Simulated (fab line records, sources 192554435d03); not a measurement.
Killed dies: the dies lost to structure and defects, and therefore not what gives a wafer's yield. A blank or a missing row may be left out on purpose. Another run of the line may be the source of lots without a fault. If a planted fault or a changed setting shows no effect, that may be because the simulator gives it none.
fab line records | flow n5Finfet | part 1 of 2: steps 1 to 4 of 6
record: lots: 23 wafers: 69 lastDay: 18
route steps=1938 shown BEOL_M10@1502
lots untouched by any fault: they come from a run of this same line in which no faults occurred
startH: hours from the record's opening day to when the first of the lot's shown wafers began | waitH: hours from the lot's prior step to this one | " repeats the value in the row above | L1.1+2: one row covering several wafers at once | - either no value or no given start | * or withheld: withheld | < > ~ a bound
route shown NAME@n: names a module that has steps shown in the file, with the first one's number in the route | usual: mean and standard deviation over wafers with no fault | same: alike in all rows | chamber/n: place in a boat | sites: the reading at each site | _std_site: standard deviation of those values | _edge_site: outer sites' mean less inner sites' | radiusMm: how far each site lies from the wafer's centre | mask NAME#n: copy n | behind: the most recent tool/chamber to have shaped the wafer | hold: the reason the lot was held/the length of the hold in hours/how it ended | device: names the non-switching transistor (n, p or np) | end of line: the tests these same wafers got at the end of their route | for a step that has no rows: nothing shown but its recipe | killed: not the wafer's yield, but the dies lost to structure and defects at the first sort | map: the dies of a wafer, with x for killed, . for not killed, _ for no die there
set.NAME: setting as actually run; set.NAME@STEP: the setting as run at that earlier step | model.NAME: the simulator's own value behind a step, which no gauge read
the route's steps for a sample of lots (tables are steps, rows are wafers)
services: from which hour (startH, from the record's first day; less than 0 if before it) a tool's chamber was out of use, for how many hours, and why
== steps ==
step: N5_BEOL_M10_CD_MEAS_28
recipe: targetCdNm: 70 landingEnergyEv: 500 detector: seInlens polarity: opening
usual: cdNm: 69.3/1.4
columns lot.wafer tool chamber startH waitH cdNm
L075.3 cdSem-02 0 197.20 - 69.1
L075.4 " 0 " " 68.8
L075.6 " 0 " " 72.7
L076.2 cdSem-02 0 200.33 - 71.4
L076.4 " 0 " " 71.1
L076.5 " 0 " " 70.5
L074.1 cdSem-03 0 203.05 - 69.5
L074.2 " 0 " " 71.1
L074.3 " 0 " " 70.0
L077.3 cdSem-03 0 214.69 - 68.0
L077.4 " 0 " " 70.0
L077.6 " 0 " " 69.2
L078.2 cdSem-03 0 221.81 - 69.4
L078.4 " 0 " " 71.2
L078.6 " 0 " " 70.7
L079.3 cdSem-03 0 228.38 - 70.8
L079.4 " 0 " " 71.0
L079.5 " 0 " " 70.0
L082.1 cdSem-03 0 298.39 - 70.2
L082.5 " 0 " " 70.9
L082.6 " 0 " " 69.1
L080.2 cdSem-01 0 301.74 - 70.9
L080.3 " 0 " " 69.1
L080.4 " 0 " " 71.2
L085.4 cdSem-03 0 301.91 - 68.2
L085.5 " 0 " " 68.6
L085.6 " 0 " " 67.5
L083.2 cdSem-02 0 302.08 - 66.4
L083.3 " 0 " " 68.2
L083.4 " 0 " " 66.6
L086.1 cdSem-02 0 309.82 - 69.2
L086.3 " 0 " " 67.6
L086.4 " 0 " " 69.7
L084.1 cdSem-01 0 309.99 - 69.2
L084.2 " 0 " " 67.9
L084.4 " 0 " " 68.7
L088.3 cdSem-02 0 313.27 - 68.7
L088.5 " 0 " " 68.5
L088.6 " 0 " " 67.3
L087.3 cdSem-03 0 317.21 - 69.8
L087.5 " 0 " " 69.7
L087.6 " 0 " " 69.0
L089.3 cdSem-02 0 319.45 - 68.4
L089.5 " 0 " " 69.5
L089.6 " 0 " " 69.4
L091.1 cdSem-02 0 324.15 - 67.0
L091.3 " 0 " " 68.8
L091.5 " 0 " " 67.5
L092.2 cdSem-02 0 328.13 - 71.4
L092.4 " 0 " " 69.1
L092.5 " 0 " " 69.8
L093.2 cdSem-02 0 337.33 - 70.0
L093.3 " 0 " " 71.9
L093.4 " 0 " " 70.8
L094.2 cdSem-03 0 345.85 - 69.9
L094.4 " 0 " " 70.0
L094.5 " 0 " " 69.6
L095.2 cdSem-02 0 348.16 - 70.2
L095.5 " 0 " " 66.6
L095.6 " 0 " " 68.0
L096.2 cdSem-03 0 360.36 - 70.0
L096.3 " 0 " " 68.3
L096.5 " 0 " " 71.2
L081.1 cdSem-03 0 374.83 - 66.4
L081.4 " 0 " " 66.9
L081.5 " 0 " " 66.8
L097.2 cdSem-03 0 378.47 - 69.4
L097.3 " 0 " " 68.3
L097.5 " 0 " " 67.8
step: N5_BEOL_M10_OVL_MEAS_29
recipe: pointsPerWafer: 44
usual: V9_OVL: 0.4/0.72
columns lot.wafer tool chamber startH waitH V9_OVL[nm]
L075.3 overlay-01 0 197.23 0.0 0.5
L075.4 " 0 " " 0.2
L075.6 " 0 " " -0.1
L076.2 overlay-02 0 200.36 0.0 1.9
L076.4 " 0 " " 0.5
L076.5 " 0 " " 1.9
L074.1 overlay-01 0 203.08 0.0 -0.7
L074.2 " 0 " " -1.3
L074.3 " 0 " " 0.6
L077.3 overlay-02 0 214.72 0.0 -0.7
L077.4 " 0 " " -0.7
L077.6 " 0 " " -0.6
L078.2 overlay-01 0 221.84 0.0 0.4
L078.4 " 0 " " 0.6
L078.6 " 0 " " 0.2
L079.3 overlay-02 0 228.41 0.0 0.2
L079.4 " 0 " " 0.8
L079.5 " 0 " " -0.3
L082.1 overlay-02 0 298.42 0.0 0.0
L082.5 " 0 " " 0.5
L082.6 " 0 " " 1.3
L080.2 overlay-01 0 301.77 0.0 0.9
L080.3 " 0 " " 1.0
L080.4 " 0 " " 0.5
L085.4 overlay-01 0 301.94 0.0 0.0
L085.5 " 0 " " -1.8
L085.6 " 0 " " 0.1
L083.2 overlay-02 0 302.11 0.0 0.2
L083.3 " 0 " " -1.0
L083.4 " 0 " " -0.2
L086.1 overlay-01 0 309.85 0.0 1.3
L086.3 " 0 " " 0.2
L086.4 " 0 " " 0.8
L084.1 overlay-01 0 310.02 0.0 0.2
L084.2 " 0 " " 1.0
L084.4 " 0 " " 1.6
L088.3 overlay-02 0 313.30 0.0 0.4
L088.5 " 0 " " 1.3
L088.6 " 0 " " 0.5
L087.3 overlay-02 0 317.24 0.0 0.1
L087.5 " 0 " " -0.4
L087.6 " 0 " " 1.0
L089.3 overlay-01 0 319.48 0.0 0.0
L089.5 " 0 " " 0.3
L089.6 " 0 " " 1.5
L091.1 overlay-01 0 324.21 0.1 0.4
L091.3 " 0 " " -0.7
L091.5 " 0 " " 0.8
L092.2 overlay-01 0 328.16 0.0 0.2
L092.4 " 0 " " 1.1
L092.5 " 0 " " 0.8
L093.2 overlay-01 0 337.36 0.0 1.2
L093.3 " 0 " " -0.4
L093.4 " 0 " " 1.0
L094.2 overlay-02 0 345.88 0.0 0.4
L094.4 " 0 " " -0.1
L094.5 " 0 " " -0.6
L095.2 overlay-01 0 348.19 0.0 1.0
L095.5 " 0 " " 0.2
L095.6 " 0 " " 1.7
L096.2 overlay-01 0 360.39 0.0 1.4
L096.3 " 0 " " 0.7
L096.5 " 0 " " 0.7
L081.1 overlay-01 0 374.86 0.0 0.8
L081.4 " 0 " " 0.1
L081.5 " 0 " " 0.2
L097.2 overlay-02 0 378.49 0.0 1.2
L097.3 " 0 " " 0.4
L097.5 " 0 " " 0.4
step: N5_BEOL_M10_VIA_ETCH_34
recipe: chemistry: C4F6/O2 target: SiCOH_lowk targetDepthA: 1845 maskMaterial: SOC taperDeg: 4 timeS: 69.2 ionEnergyEv: 250 pressureMtorr: 30 sourceW: 345 biasW: 185 Ar_flow_sccm: 300 C4F6_flow_sccm: 10 O2_flow_sccm: 10
usual: C4F6_flow_sccm: 9.996/0.027 O2_flow_sccm: 10.003/0.028 drypumpMotorCurrentA: 5.8/0.31 mfcArSccm: 300.0/0.88 oesProductAu: 0.81/0.078 rfVppV: 671/23 showerheadPlenumPTorr: 2.85/0.098 throttleValvePct: 20.9/0.33
same: timeS: 69.2
columns lot.wafer tool chamber startH waitH C4F6_flow_sccm O2_flow_sccm drypumpMotorCurrentA mfcArSccm oesProductAu rfHoursCounterH rfVppV showerheadPlenumPTorr throttleValvePct
L075.3 rieDiel-05 0 197.50 0.0 9.921 10.013 5.6 299.3 0.69 234 647 2.84 20.9
L075.4 " 2 " " 10.010 10.018 6.1 298.3 0.91 36 673 2.86 20.5
L075.6 " 0 " " 9.953 10.045 5.6 299.1 0.69 - 647 2.84 20.9
L076.2 rieDiel-03 0 200.63 0.0 10.001 10.063 5.7 299.3 0.95 16 686 2.91 20.7
L076.4 " 2 " " 9.985 9.972 6.2 300.4 0.82 77 684 3.03 21.6
L076.5 " 3 " " 9.989 9.932 5.3 300.2 0.82 - 657 2.87 20.7
L074.1 rieDiel-03 1 203.63 0.0 10.024 10.043 6.0 300.3 0.93 36 694 2.78 21.0
L074.2 " 0 " " 10.051 10.002 5.7 300.7 0.93 17 685 2.91 20.7
L074.3 " 2 " " 9.998 9.963 6.1 300.2 0.82 79 681 3.03 21.6
L077.3 rieDiel-04 3 214.99 0.0 10.010 10.008 6.1 300.9 0.88 47 654 2.80 21.0
L077.4 " 1 " " 9.978 10.020 6.0 300.9 0.67 200 642 2.68 20.5
L077.6 " 3 " " 9.984 10.023 6.1 299.5 0.88 - 655 2.80 21.0
L078.2 rieDiel-03 1 222.10 0.0 10.021 9.960 6.0 299.9 0.92 44 694 2.78 21.0
L078.4 " 2 " " 9.969 9.993 6.2 301.8 0.81 86 681 3.03 21.6
L078.6 " 3 " " 9.990 9.960 5.3 299.1 0.79 - 657 2.87 20.7
L079.3 rieDiel-03 3 228.67 0.0 9.978 10.005 5.3 301.4 0.80 86 658 2.87 20.7
L079.4 " 0 " " 10.010 10.014 5.7 301.4 0.92 - 686 2.90 20.7
L079.5 " 3 " " 9.996 9.992 5.3 300.0 0.80 - 657 2.87 20.7
L082.1 rieDiel-03 3 298.69 0.0 10.002 9.969 5.3 300.0 0.79 103 656 2.86 20.8
L082.5 " 0 " " 9.976 9.949 5.7 299.2 0.89 - 685 2.90 20.7
L082.6 " 3 " " 9.941 10.000 5.3 300.9 0.79 - 659 2.86 20.8
L080.2 rieDiel-04 0 302.04 0.0 9.951 10.002 5.4 298.7 0.67 237 659 2.67 20.9
L080.3 " 2 " " 9.976 10.006 5.8 298.6 0.82 62 640 2.76 20.5
L080.4 " 3 " " 10.012 9.998 6.1 300.5 0.85 74 654 2.78 21.0
L085.4 rieDiel-03 3 302.49 0.0 10.023 10.011 5.3 300.2 0.79 105 656 2.86 20.7
L085.5 " 2 " " 10.015 10.039 6.2 298.9 0.78 - 683 3.02 21.6
L085.6 " 1 " " 9.967 10.012 6.0 299.9 0.87 - 693 2.77 21.0
L083.2 rieDiel-05 1 302.62 0.0 10.056 10.023 5.3 299.6 0.76 136 720 2.95 20.7
L083.3 " 0 " " 10.045 9.995 5.6 298.4 0.93 11 648 2.83 20.6
L083.4 " 2 " " 10.012 10.005 6.2 300.0 0.86 64 673 2.85 20.5
L086.1 rieDiel-05 1 310.12 0.0 9.982 9.992 5.4 301.4 0.76 138 718 2.95 20.7
L086.3 " 0 " " 9.992 9.983 5.6 299.4 0.93 13 647 2.83 20.6
L086.4 " 3 " " 9.964 10.033 5.8 300.4 0.76 215 694 2.82 21.2
L084.1 rieDiel-03 3 310.29 0.0 10.001 10.001 5.3 300.2 0.78 106 656 2.86 20.8
L084.2 " 0 " " 10.041 10.006 5.7 300.1 0.88 44 687 2.90 20.8
L084.4 " 2 " " 10.030 10.018 6.2 300.2 0.78 112 681 3.02 21.6
L088.3 rieDiel-03 1 313.57 0.0 10.005 9.939 5.9 299.2 0.87 67 695 2.77 21.0
L088.5 " 3 " " 9.984 9.982 5.3 299.1 0.78 - 657 2.86 20.8
L088.6 " 0 " " 10.025 10.016 5.7 299.8 0.88 - 686 2.89 20.8
L087.3 rieDiel-05 1 317.50 0.0 9.974 9.956 5.3 299.4 0.76 141 718 2.95 20.7
L087.5 " 3 " " 9.974 10.046 5.8 299.2 0.76 - 694 2.82 21.2
L087.6 " 0 " " 10.044 9.996 5.6 298.9 0.92 - 648 2.83 20.6
L089.3 rieDiel-04 3 319.77 0.0 9.993 9.984 6.2 299.2 0.83 81 654 2.78 21.0
L089.5 " 1 " " 10.036 9.994 6.0 298.5 0.65 - 640 2.67 20.5
L089.6 " 2 " " 10.003 10.031 5.9 300.8 0.80 - 639 2.75 20.5
L091.1 rieDiel-04 3 324.48 0.0 9.962 9.998 6.1 300.4 0.83 82 654 2.78 21.0
L091.3 " 1 " " 9.978 10.023 6.0 299.7 0.65 233 639 2.67 20.5
L091.5 " 3 " " 10.046 9.966 6.1 299.7 0.84 - 652 2.78 21.0
L092.2 rieDiel-05 3 328.43 0.0 10.037 9.973 5.8 300.5 0.75 221 693 2.81 21.2
L092.4 " 0 " " 9.957 10.021 5.6 299.1 0.91 19 648 2.82 20.6
L092.5 " 3 " " 10.037 10.010 5.8 299.8 0.74 - 693 2.81 21.2
L093.2 rieDiel-04 3 337.63 0.0 10.040 10.010 6.1 300.7 0.84 86 655 2.78 21.0
L093.3 " 0 " " 9.976 9.958 5.4 299.3 0.67 248 659 2.66 21.0
L093.4 " 2 " " 10.012 10.018 5.8 300.6 0.81 75 640 2.75 20.5
L094.2 rieDiel-05 1 346.48 0.0 10.043 10.007 5.3 297.5 0.75 152 717 2.95 20.7
L094.4 " 1 " " 10.025 9.953 5.3 299.9 0.75 - 717 2.95 20.7
L094.5 " 3 " " 9.969 10.009 5.8 300.2 0.74 - 692 2.81 21.2
L095.2 rieDiel-05 2 348.45 0.0 9.982 10.028 6.2 299.3 0.83 81 672 2.84 20.5
L095.5 " 2 " " 9.960 9.970 6.2 299.7 0.84 - 672 2.84 20.5
L095.6 " 3 " " 10.022 10.005 5.8 299.7 0.74 - 693 2.81 21.2
L096.2 rieDiel-03 2 360.66 0.0 9.995 9.998 6.1 298.9 0.76 130 682 3.01 21.6
L096.3 " 1 " " 10.010 10.032 5.9 299.9 0.85 84 693 2.76 21.1
L096.5 " 1 " " 10.041 9.987 6.0 298.5 0.85 - 692 2.76 21.1
L081.1 rieDiel-04 2 375.12 0.0 10.022 10.033 5.8 300.0 0.79 92 639 2.74 20.6
L081.4 " 2 " " 9.998 10.001 5.8 300.1 0.78 - 640 2.74 20.6
L081.5 " 0 " " 9.964 9.943 5.4 298.7 0.99 - 670 3.00 20.6
L097.2 rieDiel-04 2 379.19 0.0 9.997 10.019 5.8 300.8 0.78 94 638 2.74 20.5
L097.3 " 0 " " 9.959 10.019 5.4 298.4 0.98 5 671 3.00 20.6
L097.5 " 2 " " 10.023 10.001 5.8 299.4 0.79 - 638 2.74 20.6
step: N5_BEOL_M10_TRENCH_ETCH_37
recipe: chemistry: C4F6/O2 targetDepthA: 1488.3 target: SiCOH_lowk timeS: 48 ionEnergyEv: 250 pressureMtorr: 30 sourceW: 345 biasW: 185 Ar_flow_sccm: 300 C4F6_flow_sccm: 10 O2_flow_sccm: 10
usual: C4F6_flow_sccm: 10.002/0.03 O2_flow_sccm: 9.997/0.027 drypumpMotorCurrentA: 5.8/0.31 mfcArSccm: 300.0/0.87 oesProductAu: 0.81/0.078 rfVppV: 671/23 showerheadPlenumPTorr: 2.85/0.098 throttleValvePct: 20.9/0.33
same: timeS: 48
columns lot.wafer tool chamber startH waitH C4F6_flow_sccm O2_flow_sccm drypumpMotorCurrentA mfcArSccm oesProductAu rfHoursCounterH rfVppV showerheadPlenumPTorr throttleValvePct
L075.3 rieDiel-05 0 - - 10.017 9.970 5.6 299.2 0.70 234 649 2.84 21.0
L075.4 " 2 " " 10.007 9.999 6.1 300.2 0.90 36 674 2.86 20.5
L075.6 " 0 " " 9.950 10.029 5.6 299.8 0.69 - 649 2.84 21.0
L076.2 rieDiel-03 0 - - 9.960 10.019 5.6 299.7 0.94 16 686 2.91 20.7
L076.4 " 2 " " 9.986 10.001 6.2 299.2 0.82 77 682 3.03 21.6
L076.5 " 3 " " 9.941 9.948 5.3 301.3 0.81 - 657 2.87 20.7
L074.1 rieDiel-03 1 - - 10.006 9.945 6.0 300.0 0.93 36 693 2.79 21.0
L074.2 " 0 " " 9.950 9.970 5.7 300.5 0.96 17 685 2.91 20.7
L074.3 " 2 " " 9.989 10.027 6.2 301.3 0.82 79 682 3.03 21.6
L077.3 rieDiel-04 3 - - 10.055 10.008 6.1 300.2 0.87 47 654 2.80 21.0
L077.4 " 1 " " 10.042 9.968 6.0 299.5 0.67 200 641 2.68 20.5
L077.6 " 3 " " 10.026 10.013 6.1 299.1 0.88 - 654 2.80 21.0
L078.2 rieDiel-03 1 - - 10.006 9.977 5.9 300.6 0.92 44 695 2.78 21.0
L078.4 " 2 " " 9.999 9.970 6.1 298.7 0.81 86 681 3.03 21.6
L078.6 " 3 " " 9.986 9.989 5.3 299.2 0.80 - 655 2.87 20.7
L079.3 rieDiel-03 3 - - 10.048 9.997 5.3 299.6 0.80 86 658 2.87 20.8
L079.4 " 0 " " 10.018 10.095 5.7 300.1 0.92 - 687 2.91 20.7
L079.5 " 3 " " 10.040 10.019 5.3 300.3 0.80 - 656 2.87 20.7
L082.1 rieDiel-03 3 - - 10.000 9.994 5.3 300.8 0.78 103 657 2.86 20.8
L082.5 " 0 " " 9.959 10.010 5.7 300.5 0.88 - 685 2.90 20.8
L082.6 " 3 " " 9.995 10.004 5.3 301.4 0.79 - 657 2.86 20.8
L080.2 rieDiel-04 0 - - 9.962 9.976 5.4 300.7 0.67 237 662 2.67 21.0
L080.3 " 2 " " 10.030 10.040 5.8 300.6 0.81 62 639 2.76 20.5
L080.4 " 3 " " 9.997 9.976 6.2 301.3 0.83 74 653 2.78 21.1
L085.4 rieDiel-03 3 - - 9.994 9.999 5.3 300.6 0.78 105 657 2.86 20.8
L085.5 " 2 " " 10.016 9.990 6.2 299.3 0.78 - 682 3.02 21.6
L085.6 " 1 " " 9.948 10.032 5.9 297.5 0.88 - 693 2.77 21.1
L083.2 rieDiel-05 1 - - 10.012 9.992 5.3 300.6 0.77 136 718 2.95 20.7
L083.3 " 0 " " 9.924 9.949 5.6 301.6 0.93 11 648 2.83 20.6
L083.4 " 2 " " 9.970 9.973 6.1 300.4 0.84 64 671 2.85 20.5
L086.1 rieDiel-05 1 - - 10.007 9.991 5.3 300.6 0.76 138 716 2.95 20.7
L086.3 " 0 " " 10.018 10.015 5.6 299.4 0.93 13 649 2.83 20.6
L086.4 " 3 " " 10.010 9.980 5.9 299.7 0.75 215 694 2.82 21.2
L084.1 rieDiel-03 3 - - 9.974 9.956 5.3 301.6 0.79 106 655 2.86 20.8
L084.2 " 0 " " 10.039 10.035 5.7 298.8 0.88 44 684 2.90 20.8
L084.4 " 2 " " 10.008 9.961 6.2 300.4 0.78 112 680 3.02 21.6
L088.3 rieDiel-03 1 - - 9.978 9.998 5.9 301.5 0.87 67 694 2.77 21.1
L088.5 " 3 " " 10.030 9.977 5.3 300.9 0.78 - 656 2.86 20.8
L088.6 " 0 " " 9.960 10.013 5.7 300.8 0.89 - 685 2.89 20.8
L087.3 rieDiel-05 1 - - 10.009 10.052 5.3 299.8 0.75 141 717 2.95 20.7
L087.5 " 3 " " 10.037 10.031 5.8 299.3 0.76 - 693 2.82 21.2
L087.6 " 0 " " 10.035 9.959 5.6 298.6 0.92 - 647 2.83 20.6
L089.3 rieDiel-04 3 - - 9.994 9.983 6.1 299.2 0.84 81 654 2.78 21.1
L089.5 " 1 " " 9.968 9.966 6.0 300.9 0.65 - 638 2.67 20.6
L089.6 " 2 " " 9.977 9.989 5.8 301.0 0.81 - 640 2.75 20.5
L091.1 rieDiel-04 3 - - 10.036 10.040 6.2 299.9 0.84 82 653 2.78 21.1
L091.3 " 1 " " 9.962 10.008 6.0 299.6 0.64 233 639 2.67 20.6
L091.5 " 3 " " 10.047 9.980 6.2 299.8 0.84 - 653 2.78 21.1
L092.2 rieDiel-05 3 - - 10.052 10.018 5.9 299.9 0.75 221 693 2.81 21.2
L092.4 " 0 " " 10.031 10.001 5.6 298.9 0.91 19 646 2.82 20.6
L092.5 " 3 " " 10.004 9.971 5.9 300.9 0.76 - 694 2.82 21.2
L093.2 rieDiel-04 3 - - 10.006 10.017 6.2 300.4 0.83 86 652 2.78 21.1
L093.3 " 0 " " 10.051 10.012 5.4 300.6 0.66 248 659 2.66 21.0
L093.4 " 2 " " 9.982 10.027 5.8 300.4 0.79 75 639 2.75 20.6
L094.2 rieDiel-05 1 - - 10.003 9.991 5.3 300.1 0.75 152 718 2.95 20.8
L094.4 " 1 " " 10.024 9.988 5.3 300.4 0.75 - 719 2.95 20.7
L094.5 " 3 " " 9.968 9.971 5.8 301.0 0.74 - 693 2.81 21.2
L095.2 rieDiel-05 2 - - 9.979 9.994 6.1 300.0 0.84 81 672 2.84 20.6
L095.5 " 2 " " 10.010 10.002 6.1 300.8 0.82 - 672 2.84 20.6
L095.6 " 3 " " 9.995 10.013 5.9 300.1 0.75 - 693 2.81 21.3
L096.2 rieDiel-03 2 - - 9.990 9.944 6.2 301.3 0.76 130 682 3.01 21.7
L096.3 " 1 " " 10.026 9.991 6.0 300.5 0.85 84 693 2.76 21.1
L096.5 " 1 " " 10.007 9.987 5.9 299.2 0.85 - 694 2.76 21.1
L081.1 rieDiel-04 2 - - 10.018 9.978 5.8 298.9 0.79 92 638 2.74 20.6
L081.4 " 2 " " 10.007 10.031 5.8 299.9 0.78 - 638 2.74 20.6
L081.5 " 0 " " 10.005 9.999 5.3 299.3 0.99 - 671 3.00 20.6
L097.2 rieDiel-04 2 - - 9.993 9.992 5.8 299.3 0.77 94 638 2.74 20.6
L097.3 " 0 " " 9.996 10.004 5.4 299.9 0.99 5 669 3.00 20.6
L097.5 " 2 " " 10.003 9.994 5.8 299.4 0.77 - 640 2.74 20.6
